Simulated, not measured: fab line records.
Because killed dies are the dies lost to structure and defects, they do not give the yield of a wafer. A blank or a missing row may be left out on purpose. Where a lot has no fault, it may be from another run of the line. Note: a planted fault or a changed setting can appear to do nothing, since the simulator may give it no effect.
Split-lot study | flow n5_finfet | on a route of 1938 steps: 7 lots, 39 wafers read

ABOUT THE SPLIT
At N5_BEOL_M0_SAQP_ETCH_106 (etches SOC in N2/H2, stops on SiNx, target depth 150 nm), the setting target_depth_a was moved away from the recipe's 1500 angstrom on 12 of the 39 wafers read, by -50.2% to +26.2%. The other wafers ran this setting at the recipe's value.

The split's own step is where the reading is taken.

THE READING
SOC_of_BEOL_M0_SAQP_COAT_105.thk_nm (the simulator's own value, which no gauge read), in nm, at N5_BEOL_M0_SAQP_ETCH_106 (etches SOC in N2/H2, stops on SiNx, target depth 150 nm). The file gives no usual value for it. Here, 27 wafers ran the recipe; their average is 23.5 nm with a standard deviation of 1.9 nm.

wafer  | tool, chamber at the split | target_depth_a as run, angstrom | against the recipe | SOC_of_BEOL_M0_SAQP_COAT_105.thk_nm, nm | against lot-mates on the recipe
L078.1 | rie_diel-05, 2             | 1500                            | recipe             | 25.4                                    | -
L078.2 | rie_diel-05, 3             | 1500                            | recipe             | 21.2                                    | -
L078.3 | rie_diel-05, 0             | 1768                            | +17.9%             | 12.8                                    | -10.2
L078.4 | rie_diel-05, 1             | 1768                            | +17.9%             | 11.2                                    | -11.8
L078.5 | rie_diel-05, 2             | 1768                            | +17.9%             | 12.6                                    | -10.4
L078.6 | rie_diel-05, 3             | 1500                            | recipe             | 22.4                                    | -
L081.1 | rie_diel-05, 3             | 1500                            | recipe             | 20.8                                    | -
L081.2 | rie_diel-05, 1             | 1500                            | recipe             | 25.2                                    | -
L081.3 | rie_diel-05, 2             | 1500                            | recipe             | 25.6                                    | -
L081.4 | rie_diel-05, 1             | 1500                            | recipe             | 24.8                                    | -
L081.5 | rie_diel-05, 3             | 1500                            | recipe             | 21.4                                    | -
L081.6 | rie_diel-05, 2             | 1500                            | recipe             | 25.8                                    | -
L086.1 | rie_diel-06, 1             | 1500                            | recipe             | 25                                      | -
L086.2 | rie_diel-06, 0             | 1500                            | recipe             | 25.8                                    | -
L086.3 | rie_diel-06, 2             | 1500                            | recipe             | 23.2                                    | -
L086.4 | rie_diel-06, 3             | 1893                            | +26.2%             | 3.6                                     | -21.1
L086.5 | rie_diel-06, 2             | 1893                            | +26.2%             | 3                                       | -21.7
L086.6 | rie_diel-06, 1             | 1893                            | +26.2%             | 3.8                                     | -20.9
L087.1 | rie_diel-06, 3             | 1500                            | recipe             | 24.2                                    | -
L087.2 | rie_diel-06, 2             | 1500                            | recipe             | 22.8                                    | -
L087.3 | rie_diel-06, 1             | 1500                            | recipe             | 24.4                                    | -
L087.4 | rie_diel-06, 0             | 1500                            | recipe             | 25.4                                    | -
L087.5 | rie_diel-06, 2             | 1500                            | recipe             | 22.6                                    | -
L087.6 | rie_diel-06, 1             | 1500                            | recipe             | 23.8                                    | -
L089.1 | rie_diel-03, 0             | 1500                            | recipe             | 21                                      | -
L089.2 | rie_diel-03, 1             | 1500                            | recipe             | 28.2                                    | -
L089.3 | rie_diel-03, 2             | 1500                            | recipe             | 22                                      | -
L090.1 | rie_diel-06, 1             | 746.8                           | -50.2%             | 61                                      | +38.2
L090.2 | rie_diel-06, 2             | 746.8                           | -50.2%             | 60.6                                    | +37.8
L090.3 | rie_diel-06, 3             | 1500                            | recipe             | 21.8                                    | -
L090.4 | rie_diel-06, 0             | 1500                            | recipe             | 24.2                                    | -
L090.5 | rie_diel-06, 1             | 1500                            | recipe             | 22.4                                    | -
L090.6 | rie_diel-06, 0             | 746.8                           | -50.2%             | 61.8                                    | +39.0
L096.1 | rie_diel-06, 2             | 1500                            | recipe             | 20.6                                    | -
L096.2 | rie_diel-06, 0             | 762.8                           | -49.1%             | 62                                      | +40.1
L096.3 | rie_diel-06, 1             | 1500                            | recipe             | 23                                      | -
L096.4 | rie_diel-06, 3             | 1500                            | recipe             | 22                                      | -
L096.5 | rie_diel-06, 3             | 762.8                           | -49.1%             | 60.6                                    | +38.7
L096.6 | rie_diel-06, 2             | 762.8                           | -49.1%             | 60                                      | +38.1

FIT RESULTS
A straight line over all 39 wafers: SOC_of_BEOL_M0_SAQP_COAT_105.thk_nm changes by -0.748 nm for each +1% of target_depth_a; r = -0.99; the points scatter about the line by 1.8 nm.
The same after taking each lot's own level away (the mean of its wafers on the recipe; 39 wafers): -0.77 nm for each +1%; r = -0.99; scatter 1.8 nm.
Per that fit: largest target_depth_a move, reading shift of 39 nm.
From 21.87 to 24.67 nm: that is the span of the lots' own levels, equal to 1.5 times the standard deviation above.
The two slopes agree, so the slope changes little with the lot-to-lot level.
Check: with one of the wafers moved furthest among these (-50.2%) left out of the fit, the line predicts +39 nm for it against its lot-mates. It came out at +38.2 nm against them.

ADDITIONAL SPLITS CARRIED BY THESE WAFERS
Before the reading, these wafers also passed through other splits. Each is held against what the fit with the lots' levels taken away leaves over:
other split on the same wafers         | wafers away from the commonest value | r with SOC_of_BEOL_M0_SAQP_COAT_105.thk_nm (lot level and that fit taken away)
N5_SD_EPI_P_ETCH_16 target_depth_a     | 12                                   | +0.22
N5_GATE_CUT_ETCH_56 target_depth_a     | 15                                   | +0.23
N5_MOL_CONTACT_COAG_ALD_133 ald_cycles | 12                                   | -0.13

THE WHOLE CHAIN: every reading that the file lists as answering this split, in the file's order
step                     | what it does                                            | reading                                                                              | change (the file's fit)                                                          | r (the file's)
N5_BEOL_M0_SAQP_ETCH_106 | etches SOC in N2/H2, stops on SiNx, target depth 150 nm | SOC_of_BEOL_M0_SAQP_COAT_105.thk_nm (the simulator's own value, which no gauge read) | -0.772 nm for each +1% of the setting                                            | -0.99
N5_BEOL_M0_SAQP_ETCH_107 | etches SiNx in CH3F/O2, target depth 30 nm              | SOC_of_BEOL_M0_SAQP_COAT_105.thk_nm (the simulator's own value, which no gauge read) | not straight: 50.07 at the lowest setting, 12.58 at the recipe, 0 at the highest | not given

THE FILE'S OWN FIT
SOC_of_BEOL_M0_SAQP_COAT_105.thk_nm changes by -0.772 nm for each +1% of target_depth_a, r = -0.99.
